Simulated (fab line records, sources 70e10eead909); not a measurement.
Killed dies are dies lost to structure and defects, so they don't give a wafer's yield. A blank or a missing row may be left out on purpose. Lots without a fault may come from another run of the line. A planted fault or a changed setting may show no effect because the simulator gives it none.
Chamber matching | flow nand_harc | NHARC_P_M2_ETCH_35 on rie_diel-07: 4 sister chambers
The step etches the open film in N2/H2, target depth 40 nm, overetch 12 nm, time 43.94 s. 4 wafers are shown with their chamber, then 7 later ones without.

WAFERS WITH THEIR CHAMBER
wafer  | chamber | showerhead_plenum_p_Torr (Torr)
L081.2 | 3       | 2.18
L084.4 | 0       | 2.10
L087.1 | 2       | 2.10
L087.3 | 1       | 2.17

WAFERS WITHOUT THEIR CHAMBER
wafer  | showerhead_plenum_p_Torr (Torr)
L087.6 | 2.09
L090.2 | 2.17
L090.5 | 2.09
L090.6 | 2.17
L097.2 | 2.17
L097.5 | 2.09
L097.6 | 2.17

WHICH CHAMBER EACH WENT THROUGH
wafer  | from the rows above     | in truth
L087.6 | can't be placed: 0 or 2 | 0
L090.2 | can't be placed: 1 or 3 | 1
L090.5 | can't be placed: 0 or 2 | 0
L090.6 | can't be placed: 1 or 3 | 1
L097.2 | can't be placed: 1 or 3 | 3
L097.5 | can't be placed: 0 or 2 | 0
L097.6 | can't be placed: 1 or 3 | 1
Placed correctly: 0 of 7. Can't be placed from these rows: 7 (the true chamber is among the candidates in 7). Placed wrongly: 0.
How it was worked out, from the rows above alone: a wafer's distance from a chamber is the root of the sum, over the readings, of the square of ((its reading less the chamber's mean) divided by the reading's scatter). The wafer belongs to the nearest chamber; if the next one is less than 2 further off, it can't be placed. A chamber's mean is the mean of its shown wafers. The scatter: with one shown wafer a chamber, the root of the mean of the squares of how far each hidden wafer lies from its nearest shown one.
